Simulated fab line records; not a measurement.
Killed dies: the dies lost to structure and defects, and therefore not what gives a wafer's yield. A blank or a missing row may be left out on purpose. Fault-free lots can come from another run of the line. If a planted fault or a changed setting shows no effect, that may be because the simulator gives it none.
Matching of chambers | flow n5Finfet | aldSin-03 running N5_BEOL_M0_SAQP_SPACER2_ALD_26: 4 sister chambers
The step deposits SiO2, target thk 15 nm, pulse time 1 s, purge time 2 s. 22 wafers are shown with their chamber, then 11 later ones without.

EACH WAFER AND ITS CHAMBER
wafer  | chamber | heaterPowerW (W) | precursorPulseHeightRel
L075.2 | 3       | 480              | 0.965
L075.4 | 1       | 379              | 0.993
L075.6 | 0       | 442              | 0.973
L076.2 | 3       | 490              | 1.043
L076.4 | 1       | 374              | 0.986
L076.6 | 1       | 377              | 0.994
L078.1 | 3       | 493              | 1.017
L078.4 | 1       | 383              | 0.998
L078.6 | 3       | 483              | 0.967
L079.1 | 0       | 444              | 1.006
L079.2 | 2       | 419              | 1.024
L079.3 | 3       | 501              | 0.990
L080.1 | 1       | 368              | 1.020
L080.5 | 0       | 445              | 1.014
L080.6 | 3       | 496              | 0.995
L082.1 | 1       | 379              | 1.020
L082.3 | 2       | 421              | 0.996
L082.5 | 2       | 428              | 0.995
L085.1 | 1       | 379              | 1.007
L085.2 | 3       | 499              | 1.022
L085.6 | 0       | 443              | 1.005
L089.1 | 2       | 433              | 0.987

SIGNATURES (averages over the wafers above)
reading                 | chamber 0 | chamber 1 | chamber 2 | chamber 3 | scatter within a chamber
heaterPowerW            | 443.50    | 377.00    | 425.25    | 491.71    | 5.98
precursorPulseHeightRel | 0.99950   | 1.00257   | 1.00050   | 0.99986   | 0.021
Rule: distance of a wafer from a chamber = root of the sum over the readings of ((wafer's reading minus chamber's mean) / reading's scatter) squared. If the next closest chamber is less than 2 further off than the closest, the wafer can't be placed; otherwise it belongs to the closest. How the scatter is found: for the shown wafers, subtract from each reading the mean of its chamber, square and add these, divide the total by (wafers less chambers), then take the root.

WAFERS WITH NO CHAMBER GIVEN
wafer  | heaterPowerW (W) | precursorPulseHeightRel
L089.2 | 379              | 1.022
L089.5 | 374              | 0.979
L095.1 | 466              | 0.989
L095.3 | 496              | 1.001
L095.6 | 481              | 1.018
L096.2 | 424              | 0.999
L096.3 | 387              | 0.991
L096.6 | 372              | 0.990
L097.1 | 439              | 0.989
L097.3 | 494              | 1.007
L097.6 | 426              | 1.008

WHICH CHAMBER EACH WENT THROUGH
wafer  | from the rows above     | in truth
L089.2 | 1                       | 1
L089.5 | 1                       | 1
L095.1 | can't be placed: 0 or 3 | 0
L095.3 | 3                       | 3
L095.6 | 3                       | 3
L096.2 | 2                       | 2
L096.3 | 1                       | 1
L096.6 | 1                       | 1
L097.1 | can't be placed: 0 or 2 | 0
L097.3 | 3                       | 3
L097.6 | 2                       | 2
Correctly placed: 9 of 11. Cannot be placed on the basis of these rows: 2; the candidates contain the true chamber in 2. 0 placed wrongly.
